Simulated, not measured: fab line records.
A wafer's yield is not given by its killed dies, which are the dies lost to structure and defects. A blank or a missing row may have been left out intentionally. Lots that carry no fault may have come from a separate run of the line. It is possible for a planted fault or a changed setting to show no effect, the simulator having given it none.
Lot-split experiment | flow n5Finfet | 21 wafers read from 7 lots, route of 1938 steps

== ON THE SPLIT ==
At N5_BEOL_M14_TRENCH_ETCH_34 (etches SiO2 in C4F8/O2/Ar, target depth 556.65 nm, time 126.9 s), the setting timeS was moved away from the recipe's 126.9 s on 10 of the 21 wafers read, by -21.5% to +19.0%. This setting was run at the recipe's value on the other wafers.

== FROM THE SPLIT TO THE READING: what the file shows between them, 11 steps ==
- N5_BEOL_M14_STRIP_70: strips in C4F8/O2/Ar
- N5_BEOL_M14_OCD_MEAS_35
- N5_BEOL_M14_SPUTTER_43: material TaN, target thk 15 nm, time 24.19 s (also split here: powerW)
- N5_BEOL_M14_SPUTTER_44: material Ta, target thk 15 nm, time 24.19 s
- N5_BEOL_M14_SPUTTER_45: material Cu, target thk 100 nm, time 16.67 s
- N5_BEOL_M14_ECD_47: material Cu, target thk 1248 nm
- N5_BEOL_M14_ANNEAL_48: time 90 s
- N5_BEOL_M14_CMP_49: polishes, stops on SiO2, t overpolish 5.2 s, target thk 560 nm
- N5_BEOL_M14_THK_MEAS_50: measures by xrf
- N5_BEOL_M14_PRE_CLEAN_52: time 15 s
- N5_BEOL_M14_DEP_53: deposits SiCN from 3MS/NH3, target thk 50 nm, time 17.8 s

== THE READING ==
M14_RS (ohm/sq), read at N5_BEOL_M14_RS_MEAS_54 with a four-point probe. On this fab line, fault-free wafers typically give 0.0333 ohm/sq with a standard deviation of 0.00092 ohm/sq.

wafer  | tool, chamber at the split | timeS as run, s | against the recipe | M14_RS, ohm/sq | against lot-mates on the recipe
L074.2 | rieDiel-06, 3              | 137.7           | +8.5%              | 0.0292         | no lot-mate on the recipe
L074.5 | rieDiel-06, 3              | 137.7           | +8.5%              | 0.0289         | no lot-mate on the recipe
L074.6 | rieDiel-06, 2              | 137.7           | +8.5%              | 0.0297         | no lot-mate on the recipe
L076.2 | rieDiel-04, 0              | 136.2           | +7.3%              | 0.0329         | +0.0005
L076.3 | rieDiel-04, 3              | 136.2           | +7.3%              | 0.0306         | -0.0018
L076.5 | rieDiel-04, 2              | 126.9           | recipe             | 0.0324         | -
L078.1 | rieDiel-04, 2              | 126.9           | recipe             | 0.0320         | -
L078.2 | rieDiel-04, 1              | 151             | +19.0%             | 0.0288         | -0.0032
L078.6 | rieDiel-04, 0              | 151             | +19.0%             | 0.0294         | -0.0026
L085.4 | rieDiel-04, 1              | 126.9           | recipe             | 0.0344         | -
L085.5 | rieDiel-04, 0              | 126.9           | recipe             | 0.0341         | -
L085.6 | rieDiel-04, 3              | 114.8           | -9.5%              | 0.0368         | +0.0025
L089.3 | rieDiel-06, 3              | 99.61           | -21.5%             | 0.0403         | +0.0078
L089.4 | rieDiel-06, 1              | 126.9           | recipe             | 0.0325         | -
L089.5 | rieDiel-06, 2              | 126.9           | recipe             | 0.0326         | -
L092.3 | rieDiel-04, 1              | 126.9           | recipe             | 0.0343         | -
L092.4 | rieDiel-04, 0              | 126.9           | recipe             | 0.0339         | -
L092.6 | rieDiel-04, 1              | 126.9           | recipe             | 0.0342         | -
L094.1 | rieDiel-06, 1              | 126.9           | recipe             | 0.0326         | -
L094.2 | rieDiel-06, 3              | 126.9           | recipe             | 0.0319         | -
L094.6 | rieDiel-06, 3              | 135.7           | +6.9%              | 0.0299         | -0.0024

FIT RESULTS
A straight line over all 21 wafers: M14_RS changes by -0.000296 ohm/sq for each +1% of timeS; r = -0.91; the points scatter about the line by 0.0012 ohm/sq.
The same after taking each lot's own level away (the mean of its wafers on the recipe; 18 wafers): -0.000237 ohm/sq for each +1%; r = -0.92; scatter 0.00097 ohm/sq.
Per that fit: largest timeS move, reading shift of 0.0051 ohm/sq.
Measured against the standard deviation above, the lots' own levels, which go from 0.03200 to 0.03425 ohm/sq, span 2.4 times it.
So the lot-to-lot level changes the slope: the two fits differ.
Check: with one of the wafers moved furthest among these (-21.5%) left out of the fit, the line predicts +0.00377 ohm/sq for it against its lot-mates. It came out at +0.00775 ohm/sq against them.

== OTHER SPLITS APPLIED TO THESE WAFERS ==
Other splits were also applied to these wafers ahead of the reading. Each is held against what the fit with the lots' levels taken away leaves over:
other split on the same wafers | wafers away from the commonest value | r with M14_RS (lot level and that fit taken away)
N5_BEOL_M13_EXPOSE_25 doseMj   | 7                                    | +0.03
N5_BEOL_M14_SPUTTER_43 powerW  | 9                                    | -0.02

== THE WHOLE CHAIN: every reading that the file lists as answering this split, in the file's order ==
step                       | what it does                                                    | reading                                                                      | change (the file's fit)               | r (the file's)
N5_BEOL_M14_TRENCH_ETCH_34 | etches SiO2 in C4F8/O2/Ar, target depth 556.65 nm, time 126.9 s | etch.depthNm (the simulator's own value, which no gauge read)                | +4.15 nm for each +1% of the setting  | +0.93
N5_BEOL_M14_OCD_MEAS_35    |                                                                 | trenchDepthNm                                                                | +4.15 nm for each +1% of the setting  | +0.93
N5_BEOL_M14_CMP_49         | polishes, stops on SiO2, t overpolish 5.2 s, target thk 560 nm  | Cu_of_BEOL_M14_ECD_47.thkNm (the simulator's own value, which no gauge read) | +4.07 nm for each +1% of the setting  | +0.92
N5_BEOL_M14_THK_MEAS_50    | measures by xrf                                                 | M14_THK                                                                      | +3.92 for each +1% of the setting     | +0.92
N5_BEOL_M14_RS_MEAS_54     | measures by four-point-probe                                    | M14_RS                                                                       | -0.000263 for each +1% of the setting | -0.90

== FILE'S OWN FIT ==
M14_RS changes by -0.000263 ohm/sq for each +1% of timeS, r = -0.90.
